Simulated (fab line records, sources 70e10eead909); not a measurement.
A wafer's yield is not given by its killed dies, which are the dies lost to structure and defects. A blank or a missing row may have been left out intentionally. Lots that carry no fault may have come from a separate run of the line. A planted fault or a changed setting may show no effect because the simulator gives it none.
fab line records	flow nand-harc
[record] lots = 13	wafers = 39	last-day = 33
route steps=1302 shown P_CONTACT@217 END@1302
lots untouched by any fault: they come from a run of this same line in which no faults occurred
start-h: hours from the record's first day to the start of the lot's first wafer shown	wait-h: hours elapsed since this lot's preceding step	" the same as in the row above	L1.1+2: one row covering several wafers at once	- value missing, or start not given	* or withheld: withheld	< > ~ a bound
route shown NAME@n: names a module that has steps shown in the file, with the first one's number in the route	usual: the fault-free wafers' mean and standard deviation	same: alike in all rows	chamber/n: place in a boat	sites: the reading at each site	_std_site: the standard deviation of these	_edge_site: the outer-site mean with the inner-site mean subtracted	radius-mm: for every site, how far away it sits from the centre of the wafer	mask NAME#n: copy n	behind: the most recent tool/chamber to have shaped the wafer	hold: reason for holding the lot/hours on hold/outcome of the hold	device: the n, p or np transistor that did not switch	end of line: tests run on the same wafers once the route is complete	a step with no rows: only its recipe	killed: the dies lost at the first sort to structure and to defects; this is not the yield of the wafer	map: dies across one wafer; x = killed, . = not, _ = none there
set.NAME: setting as actually run; set.NAME@STEP: the setting as run at that earlier step	model.NAME: the simulator's own value behind a step, which no gauge read
a sample of lots followed through the steps of the route, with each step as a table and each wafer as a row
services: from which hour (start-h, from the record's first day; less than 0 if before it) a tool's chamber was out of use, for how many hours, and why
[[steps]]
[step NHARC_P_CONTACT_DEP_30]
[recipe] target-thk-a = 300	temp-c = 400	target-thk-nm = 30	flow-sccm = 200	rf-w = 450	material = SiNx
[usual] heater-power-w = 712/88	rf-fwd-power-W = 448.8/1.4
lot.wafer	tool	chamber	start-h	wait-h	heater-power-w	rf-fwd-power-W	since-wet-clean-h
L371.2	pecvd-03	0	121.00	0.1	639	449.0	104
L371.3	"	1	"	"	707	450.2	104
L371.6	"	1	"	"	701	448.7	-
L372.2	pecvd-03	0	128.45	0.1	652	448.6	111
L372.3	"	1	"	"	859	448.5	112
L372.5	"	2	"	"	798	446.8	-
L374.2	pecvd-02	1	150.60	0.1	618	448.4	91
L374.4	"	0	"	"	651	447.9	-
L374.5	"	1	"	"	610	448.8	-
L380.1	pecvd-04	0	211.11	0.1	739	445.3	70
L380.2	"	1	"	"	749	449.4	70
L380.6	"	1	"	"	751	449.2	-
L381.6	pecvd-03	2	216.37	0.2	790	449.4	-
L381.5	"	0	"	"	707	450.6	-
L381.4	"	1	"	"	869	450.9	-
L387.3	pecvd-03	1	278.42	0.1	876	449.5	80
L387.4	"	1	"	"	898	448.3	-
L387.6	"	0	"	"	729	447.8	-
L388.1	pecvd-03	1	285.05	0.1	848	449.4	87
L388.3	"	2	"	"	764	450.8	87
L388.6	"	2	"	"	752	448.9	-
L389.1	pecvd-03	1	301.89	0.1	774	448.3	104
L389.4	"	1	"	"	787	449.0	-
L389.6	"	2	"	"	705	447.6	-
L390.2	pecvd-04	2	307.35	0.1	585	449.5	166
L390.1	"	0	"	"	757	449.8	167
L390.6	"	2	"	"	579	449.1	-
L391.2	pecvd-03	2	314.28	0.2	781	449.5	116
L391.1	"	0	"	"	715	449.9	116
L391.6	"	0	"	"	734	450.2	-
L392.2	pecvd-03	1	329.81	0.1	862	447.2	132
L392.5	"	2	"	"	771	449.9	-
L392.4	"	0	"	"	655	449.4	-
L393.3	pecvd-02	0	338.32	0.1	652	449.2	98
L393.2	"	1	"	"	663	449.4	98
L393.4	"	2	"	"	761	447.1	-
L394.3	pecvd-02	1	349.42	0.1	578	450.0	109
L394.1	"	2	"	"	621	448.8	109
L394.6	"	0	"	"	709	449.2	-
[step NHARC_P_CONTACT_DEP_00]
[recipe] target-thk-a = 5000	temp-c = 400	pressure-torr = 6.5	rf-w = 900	teos-flow-sccm = 161.4	flow-sccm = 2650	target-thk-nm = 500	gas = O2	material = SiO2
[usual] heater-power-w = 547/91	rf-fwd-power-W = 898.3/2.7	throttle-valve-pct = 16.1/0.48
lot.wafer	tool	chamber	start-h	wait-h	heater-power-w	rf-fwd-power-W	since-wet-clean-h	throttle-valve-pct
L371.2	pecvd-03	0	-	-	493	900.1	104	16.7
L371.3	"	1	"	"	650	899.5	104	15.8
L371.6	"	1	"	"	685	900.2	-	16.0
L372.2	pecvd-03	0	-	-	500	895.7	112	16.4
L372.3	"	1	"	"	636	901.2	112	15.6
L372.5	"	2	"	"	619	896.9	-	16.6
L374.2	pecvd-02	1	-	-	450	904.2	92	15.3
L374.4	"	0	"	"	506	896.1	-	15.4
L374.5	"	1	"	"	481	900.0	-	14.9
L380.1	pecvd-04	0	-	-	549	896.4	70	15.5
L380.2	"	1	"	"	688	900.5	71	16.1
L380.6	"	1	"	"	531	898.4	-	15.8
L381.6	pecvd-03	2	-	-	555	896.8	-	16.2
L381.5	"	0	"	"	440	908.9	-	16.8
L381.4	"	1	"	"	717	902.5	-	15.9
L387.3	pecvd-03	1	-	-	607	897.0	81	16.1
L387.4	"	1	"	"	668	895.5	-	15.8
L387.6	"	0	"	"	596	901.6	-	16.3
L388.1	pecvd-03	1	-	-	736	897.7	87	15.9
L388.3	"	2	"	"	517	898.8	87	16.7
L388.6	"	2	"	"	548	899.9	-	16.5
L389.1	pecvd-03	1	-	-	573	898.9	104	16.0
L389.4	"	1	"	"	627	897.7	-	15.9
L389.6	"	2	"	"	627	899.3	-	16.5
L390.2	pecvd-04	2	-	-	433	900.6	167	15.8
L390.1	"	0	"	"	569	897.0	167	15.8
L390.6	"	2	"	"	432	898.8	-	16.3
L391.2	pecvd-03	2	-	-	516	894.9	117	16.3
L391.1	"	0	"	"	526	899.2	117	16.8
L391.6	"	0	"	"	548	901.5	-	16.5
L392.2	pecvd-03	1	-	-	673	897.3	132	15.9
L392.5	"	2	"	"	598	902.1	-	16.7
L392.4	"	0	"	"	436	898.7	-	16.8
L393.3	pecvd-02	0	-	-	472	903.4	98	15.9
L393.2	"	1	"	"	451	896.3	98	15.1
L393.4	"	2	"	"	559	899.1	-	16.6
L394.3	pecvd-02	1	-	-	495	901.8	109	15.0
L394.1	"	2	"	"	515	899.9	109	16.2
L394.6	"	0	"	"	562	892.3	-	15.7
[step NHARC_P_CONTACT_DEVELOP_11]
[recipe] develop-time-s = 35	dev-temp-c = 23
[usual] chill-plate-temp-C = 23.00/0.11	developer-temp-C = 22.98/0.13
lot.wafer	tool	chamber	start-h	wait-h	chill-plate-temp-C	developer-temp-C
L371.2	litho-track-04	0	122	-	23.00	22.91
L371.3	"	0	"	"	23.07	22.96
L371.6	"	0	"	"	23.18	22.99
L372.2	litho-track-06	0	129	-	23.24	23.13
L372.3	"	0	"	"	23.07	23.05
L372.5	"	0	"	"	22.90	23.22
L374.2	litho-track-01	0	152	-	23.18	23.06
L374.4	"	0	"	"	23.03	22.87
L374.5	"	0	"	"	23.06	23.09
L380.1	litho-track-04	0	212	-	22.78	24.05
L380.2	"	0	"	"	22.90	23.98
L380.6	"	0	"	"	22.92	24.17
L381.4	litho-track-04	0	217	-	23.05	23.87
L381.5	"	0	"	"	22.96	23.82
L381.6	"	0	"	"	23.01	23.71
L387.3	litho-track-06	0	279	-	23.03	22.89
L387.4	"	0	"	"	23.12	23.09
L387.6	"	0	"	"	23.13	22.96
L388.1	litho-track-06	0	286	-	23.17	23.02
L388.3	"	0	"	"	23.06	23.03
L388.6	"	0	"	"	23.19	22.92
L389.1	litho-track-01	0	303	-	22.85	22.98
L389.4	"	0	"	"	22.95	23.12
L389.6	"	0	"	"	22.89	22.99
L390.1	litho-track-01	0	308	-	22.99	23.12
L390.2	"	0	"	"	23.01	23.03
L390.6	"	0	"	"	23.03	23.10
L391.1	litho-track-01	0	315	-	22.82	22.86
L391.2	"	0	"	"	22.96	22.80
L391.6	"	0	"	"	22.91	22.91
L392.2	litho-track-04	0	331	-	23.01	22.92
L392.4	"	0	"	"	23.17	22.92
L392.5	"	0	"	"	23.07	22.96
L393.2	litho-track-06	0	339	-	23.00	23.13
L393.3	"	0	"	"	23.01	23.08
L393.4	"	0	"	"	23.06	23.16
L394.1	litho-track-04	0	350	-	22.92	22.79
L394.3	"	0	"	"	23.07	22.66
L394.6	"	0	"	"	22.93	22.90
[step NHARC_P_CONTACT_INSPECT_14]
[usual] raw-defect-count = 4.1/2.3
lot.wafer	tool	chamber	start-h	wait-h	raw-defect-count
L371.2	defect-inspect-02	-	122.67	0.0	2
L371.3	"	-	"	"	4
L371.6	"	-	"	"	0
L372.2	defect-inspect-02	-	129.98	0.0	4
L372.3	"	-	"	"	4
L372.5	"	-	"	"	7
L374.2	defect-inspect-02	-	152.22	0.0	3
L374.4	"	-	"	"	6
L374.5	"	-	"	"	10
L380.1	defect-inspect-01	-	212.64	0.0	2
L380.2	"	-	"	"	5
L380.6	"	-	"	"	2
L381.4	defect-inspect-01	-	217.92	0.0	1
L381.5	"	-	"	"	6
L381.6	"	-	"	"	4
L387.3	defect-inspect-01	-	280.09	0.0	2
L387.4	"	-	"	"	3
L387.6	"	-	"	"	5
L388.1	defect-inspect-01	-	286.68	0.0	4
L388.3	"	-	"	"	2
L388.6	"	-	"	"	2
L389.1	defect-inspect-01	-	303.51	0.0	3
L389.4	"	-	"	"	3
L389.6	"	-	"	"	4
L390.1	defect-inspect-01	-	309.02	0.0	3
L390.2	"	-	"	"	3
L390.6	"	-	"	"	4
L391.1	defect-inspect-01	-	315.96	0.0	2
L391.2	"	-	"	"	1
L391.6	"	-	"	"	7
L392.2	defect-inspect-01	-	331.39	0.0	3
L392.4	"	-	"	"	6
L392.5	"	-	"	"	5
L393.2	defect-inspect-01	-	339.98	0.0	0
L393.3	"	-	"	"	7
L393.4	"	-	"	"	4
L394.1	defect-inspect-02	-	350.96	0.0	6
L394.3	"	-	"	"	6
L394.6	"	-	"	"	4
[step NHARC_END_SORT_01]
[recipe] temp-c = 25
[usual] killed-at-array = 61/22	killed-at-other = 0.8/1	killed-at-periphery = 3.8/2.3	killed-dies = 66/22	killed-open = 3.2/1.9	killed-short = 2.8/1.8
[same] gross-dies = 677
lot.wafer	tool	chamber	start-h	wait-h	killed-at-array	killed-at-other	killed-at-periphery	killed-dies	killed-open	killed-short
L390.1	prober-02	0	750.34	2.5	66	0	2	68	4	1
L390.2	prober-02	0	751.15	2.8	82	1	2	85	4	5
L390.6	prober-02	0	754.37	4.0	58	0	5	63	1	2
// killed by level:class
L390.1 A_CHANNEL_HOLE_D1:chamber-film-flake=32 A_CHANNEL_HOLE_D2:chamber-film-flake=17 A_SLIT:chamber-film-flake=4 A_WL_FILL:chamber-film-flake=4 A_STAIRCASE:chamber-film-flake=3 P_ZERO_WELL:chamber-film-flake=2 A_ONON_D1:geometric-particle:open=1 A_DECK1_JOINT:geometric-particle:short=1
L390.2 A_CHANNEL_HOLE_D1:chamber-film-flake=31 A_CHANNEL_HOLE_D2:chamber-film-flake=28 A_SLIT:chamber-film-flake=8 A_STAIRCASE:chamber-film-flake=4 A_CHANNEL_FILL_D1:geometric-particle:short=3 P_ZERO_WELL:chamber-film-flake=2 A_WL_FILL:chamber-film-flake=2 A_CHANNEL_FILL_D1:geometric-particle:open=1
L390.6 A_CHANNEL_HOLE_D1:chamber-film-flake=29 A_CHANNEL_HOLE_D2:chamber-film-flake=17 A_STAIRCASE:chamber-film-flake=3 A_SLIT:chamber-film-flake=3 P_STI:chamber-film-flake=2 A_CONTACT:chamber-film-flake=2 P_STI:geometric-particle:short=1 P_CONTACT:geometric-particle:open=1
[[services]]
tool	chamber	start-h	hours	kind
pecvd-04	-	127.92	13.0	pm
pecvd-02	-	149.15	0.3	repair
litho-track-01	-	155.00	7.0	pm
pecvd-04	1	163.69	4.2	repair
pecvd-03	-	173.08	2.4	repair
litho-track-06	-	179.00	7.0	pm
pecvd-03	-	185.00	13.0	pm
pecvd-03	0	185.00	13.0	vent-cycle
pecvd-03	1	185.00	13.0	vent-cycle
pecvd-03	2	185.00	13.0	vent-cycle
pecvd-03	0	198.00	-	clean
pecvd-03	1	198.00	-	clean
pecvd-03	2	198.00	-	clean
litho-track-04	-	203.00	7.0	pm
pecvd-02	-	227.29	13.0	pm
pecvd-02	0	227.29	13.0	vent-cycle
pecvd-02	1	227.29	13.0	vent-cycle
pecvd-02	0	263.83	6.9	repair
pecvd-04	1	271.63	17.4	repair
pecvd-02	-	297.09	0.6	repair
pecvd-04	-	308.92	13.0	pm
litho-track-01	-	330.00	7.0	pm
pecvd-04	0	331.84	4.2	repair
pecvd-04	1	333.54	16.0	repair
[[key]]
[first-sign] step = NHARC_P_CONTACT_DEVELOP_11	reading = developer-temp-C	direction = up	sigmas = 7.6	usual = *	struck = *
effect none on later readings
met-at NHARC_P_CONTACT_DEVELOP_11
struck-lots L380,L381
tester-left-out L380,L381
not-acting-at NHARC_P_CONTACT_DEP_30,NHARC_P_CONTACT_DEP_00,NHARC_P_CONTACT_INSPECT_14
onset-between 122 212
[fault] kind = process-parameter-drift	tool = litho-track-04	chamber = -	onset-h = 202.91	steps = NHARC_P_CONTACT_DEVELOP_11	channel = dev-temp-c	offset = *	shape = step	end-h = 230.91	acts-in = *	stated = *
// tester-left-out: of these lots the tester's yield and bins aren't shown, on N5 and GAA mostly nor the transistor test; their killed dies are dies lost to structure and defects alone, not to doping, threshold or leakage, so they don't give the yield
